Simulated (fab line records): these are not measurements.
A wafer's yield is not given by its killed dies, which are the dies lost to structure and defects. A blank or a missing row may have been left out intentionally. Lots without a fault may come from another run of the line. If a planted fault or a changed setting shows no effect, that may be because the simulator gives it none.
Which of the tools did it? ; flow n5-finfet ; Sampling: 10 lots, 30 wafers, 7 of 1938 route steps

## WHAT THE GAUGES READ, wafer by wafer
N5_BEOL_M4_INSPECT_59: inspects for defects (darkfield). Usual: raw-defect-count reads 72 (standard deviation 20).
lot;measured;on;raw-defect-count;flag
L973;day 8 04:54;defect-inspect-01;86 63 85;
L978;day 9 15:11;defect-inspect-01;63 64 58;
L977;day 9 20:03;defect-inspect-01;78 81 1317;OFF
L984;day 11 12:31;defect-inspect-01;87 112 105;
L986;day 12 03:47;defect-inspect-02;52 46 83;
L985;day 12 04:51;defect-inspect-02;44 37 35;
L989;day 12 11:12;defect-inspect-02;43 76 72;
L990;day 13 09:53;defect-inspect-01;62 97 91;
L992;day 13 14:37;defect-inspect-02;61 77 50;
L993;day 13 18:00;defect-inspect-01;124 73 112;

N5_BEOL_M4_RC_MEAS_101. Usual: DIBL_N 36.1 mV/V, standard deviation 1.7; DIBL_P 35.9 mV/V, standard deviation 2.1; IOFF_N 0.154 nA/um, standard deviation 0.029; IOFF_P 0.21 nA/um, standard deviation 0.035; ION_N 673 uA/um, standard deviation 10; ION_P 463 uA/um, standard deviation 7.5; SS_N 71.6 mV/dec, standard deviation 0.59; SS_P 73.2 mV/dec, standard deviation 0.69; VT_N 250.5 mV, standard deviation 2.9; VT_P -250 mV, standard deviation 3.2.
lot;measured;on;DIBL_N (mV/V);DIBL_P (mV/V);IOFF_N (nA/um);IOFF_P (nA/um);ION_N (uA/um);ION_P (uA/um);SS_N (mV/dec);SS_P (mV/dec);VT_N (mV);VT_P (mV);flag
L973;day 8 05:05;prober-01;39.6 37.8 38.2;38.2 35.8 36.4;0.231 0.185 0.194;0.30 0.25 0.26;687 672 683;465 468 464;71.7 72.2 72.5;74.2 74.4 73.7;244.0 250.5 248.7;-247 -246 -247;
L978;day 9 15:22;prober-01;36.4 33.6 34.9;37.0 34.0 35.1;0.176 0.135 0.156;0.25 0.20 0.22;679 673 679;468 466 468;71.1 70.8 71.6;73.8 72.3 73.7;247.4 251.4 251.6;-247 -248 -248;
L977;day 9 20:05;prober-02;35.8 36.5 36.2;35.7 37.4 37.3;0.138 0.160 0.155;0.22 0.24 0.24;664 672 674;461 469 466;71.4 71.9 72.1;72.8 73.1 72.9;252.6 249.0 246.5;-250 -248 -247;
L984;day 11 12:33;prober-01;35.5 38.1 34.7;33.6 36.0 32.0;0.129 0.174 0.118;0.17 0.21 0.15;671 686 653;458 459 445;71.4 71.9 70.9;73.4 73.2 72.0;253.9 246.4 252.6;-256 -250 -253;
L986;day 12 03:58;prober-02;36.9 36.1 37.9;36.6 36.0 37.5;0.160 0.148 0.186;0.22 0.20 0.22;668 674 668;460 460 456;72.4 71.6 72.3;73.3 73.1 72.8;250.9 252.0 248.8;-250 -251 -253;
L985;day 12 04:52;prober-01;35.6 35.3 36.7;35.8 35.4 36.4;0.148 0.140 0.151;0.21 0.20 0.20;668 665 661;462 458 454;71.5 71.5 72.3;73.6 73.0 72.6;250.8 251.8 250.6;-250 -250 -250;
L989;day 12 11:14;prober-01;38.0 35.1 38.2;37.8 33.7 37.4;0.192 0.117 0.187;0.24 0.17 0.22;691 650 687;469 449 468;72.7 71.3 72.1;73.1 72.9 73.4;248.7 255.1 246.8;-248 -254 -250;
L990;day 13 10:14;prober-01;34.4 35.6 34.5;35.2 36.6 34.1;0.130 0.144 0.115;0.18 0.20 0.16;676 666 653;459 458 452;70.9 71.2 71.0;72.7 73.3 72.6;253.2 250.0 254.2;-253 -250 -252;
L992;day 13 14:39;prober-02;34.0 32.3 35.7;33.3 32.1 34.5;0.125 0.120 0.151;0.19 0.19 0.21;672 676 667;465 475 464;71.2 70.9 71.7;71.5 72.4 72.7;253.6 250.4 248.6;-254 -252 -251;
L993;day 13 18:20;prober-02;36.1 36.5 35.0;34.5 35.5 33.4;0.143 0.158 0.135;0.21 0.22 0.19;668 676 677;466 468 474;70.9 71.9 71.2;72.8 72.2 72.3;252.3 247.6 251.1;-247 -249 -250;

N5_BEOL_M5_INSPECT_13: inspects for defects (brightfield). Usual: raw-defect-count reads 399 (standard deviation 110).
lot;measured;on;raw-defect-count;flag
L973;day 8 09:34;defect-inspect-01;487 523 474;
L978;day 9 19:37;defect-inspect-02;217 269 293;
L977;day 9 22:59;defect-inspect-01;398 573 1716;OFF
L984;day 11 15:13;defect-inspect-02;291 313 299;
L986;day 12 06:13;defect-inspect-02;273 288 407;
L985;day 12 10:20;defect-inspect-02;328 316 308;
L989;day 12 14:33;defect-inspect-02;293 341 327;
L990;day 13 13:46;defect-inspect-02;545 446 508;
L992;day 13 17:22;defect-inspect-01;574 477 342;
L993;day 13 21:03;defect-inspect-02;595 326 464;

## WHAT TOOL EACH LOT RAN ON (gives the tool, then ch and the chambers of the sampled wafers, and finally the start)
lot;N5_BEOL_M4_SPUTTER_81;N5_BEOL_M4_ANNEAL_82;N5_BEOL_M4_ANNEAL_89;N5_BEOL_M4_PRE_CLEAN_56
L973;pvd-sputter-01, day 8 02:29;pvd-sputter-01, day 8 02:34;pvd-sputter-01, day 8 03:00;pecvd-04 ch 1,2, day 8 04:47
L978;pvd-sputter-01, day 9 12:47;pvd-sputter-01, day 9 12:52;pvd-sputter-01, day 9 13:19;pecvd-02 ch 0,2, day 9 15:04
L977;pvd-sputter-03, day 9 17:40;pvd-sputter-03, day 9 17:44;pvd-sputter-03, day 9 18:11;pecvd-01 ch 0,2, day 9 19:56
L984;pvd-sputter-01, day 11 10:04;pvd-sputter-01, day 11 10:09;pvd-sputter-01, day 11 10:35;pecvd-04 ch 0,2, day 11 12:25
L986;pvd-sputter-01, day 12 01:23;pvd-sputter-01, day 12 01:28;pvd-sputter-01, day 12 01:54;pecvd-04 ch 1,2, day 12 03:40
L985;pvd-sputter-02, day 12 02:28;pvd-sputter-02, day 12 02:32;pvd-sputter-02, day 12 02:59;pecvd-02 ch 1,2, day 12 04:44
L989;pvd-sputter-03, day 12 08:45;pvd-sputter-03, day 12 08:50;pvd-sputter-03, day 12 09:16;pecvd-04 ch 1,2, day 12 11:02
L990;pvd-sputter-02, day 13 07:27;pvd-sputter-02, day 13 07:32;pvd-sputter-02, day 13 07:58;pecvd-01 ch 0,2, day 13 09:47
L992;pvd-sputter-01, day 13 12:14;pvd-sputter-01, day 13 12:19;pvd-sputter-01, day 13 12:45;pecvd-04 ch 0,2, day 13 14:30
L993;pvd-sputter-01, day 13 15:31;pvd-sputter-01, day 13 15:35;pvd-sputter-01, day 13 16:02;pecvd-01 ch 0,1,2, day 13 17:53
- N5_BEOL_M4_SPUTTER_81: material Cu, target thk 4.5 nm, time 8.29 s.
- N5_BEOL_M4_ANNEAL_82: time 240 s.
- N5_BEOL_M4_ANNEAL_89: time 240 s.
- N5_BEOL_M4_PRE_CLEAN_56: time 15 s.

## WHAT THE TOOLS THEMSELVES READ (means of the sampled wafers that have a number; where no wafer has one, the mark that the record gives instead)
N5_BEOL_M4_SPUTTER_81. Usual: throttle-valve-pct reads 30.0 % (standard deviation 1.1).
lot;tool;throttle-valve-pct (%);flag
L973;pvd-sputter-01;30.6;
L978;pvd-sputter-01;29.8;
L977;pvd-sputter-03;29.0;
L984;pvd-sputter-01;30.6;
L986;pvd-sputter-01;30.7;
L985;pvd-sputter-02;30.7;
L989;pvd-sputter-03;29.0;
L990;pvd-sputter-02;31.5;
L992;pvd-sputter-01;29.7;
L993;pvd-sputter-01;28.8;

N5_BEOL_M4_ANNEAL_82. Usual: heater-power-w reads 819 W (standard deviation 67).
lot;tool;heater-power-w (W);flag
L973;pvd-sputter-01;791;
L978;pvd-sputter-01;812;
L977;pvd-sputter-03;814;
L984;pvd-sputter-01;822;
L986;pvd-sputter-01;828;
L985;pvd-sputter-02;835;
L989;pvd-sputter-03;827;
L990;pvd-sputter-02;759;
L992;pvd-sputter-01;803;
L993;pvd-sputter-01;803;

N5_BEOL_M4_ANNEAL_89. Usual: heater-power-w reads 819 W (standard deviation 66).
lot;tool;heater-power-w (W);flag
L973;pvd-sputter-01;799;
L978;pvd-sputter-01;821;
L977;pvd-sputter-03;817;
L984;pvd-sputter-01;832;
L986;pvd-sputter-01;834;
L985;pvd-sputter-02;839;
L989;pvd-sputter-03;829;
L990;pvd-sputter-02;757;
L992;pvd-sputter-01;825;
L993;pvd-sputter-01;819;

## THE ANSWER, worked out from the rows above alone
Rule: lot off if the mean of its wafers having a number is beyond 3 standard deviations from the usual mean. Also off: a lot with no number at a reading for which 4 or more lots have one. All remaining lots with rows at the step are treated as sound. After the gauges, taken in route order, come the tools' own readings; for these a lot's mean is taken, as printed above. At the first step where some lot is off, the reading lying furthest off is the one used; lots without a number count as furthest.
Off: L977 (N5_BEOL_M4_INSPECT_59, raw-defect-count).
If a tool, at a process step before that reading, ran all the lots that are off and no sound lot after the first of them, it fits. Gauges at N5_BEOL_M4_INSPECT_59: tried the same way as those tools. No candidate that was tried fits.

## WHAT THE SIMULATOR PUT IN
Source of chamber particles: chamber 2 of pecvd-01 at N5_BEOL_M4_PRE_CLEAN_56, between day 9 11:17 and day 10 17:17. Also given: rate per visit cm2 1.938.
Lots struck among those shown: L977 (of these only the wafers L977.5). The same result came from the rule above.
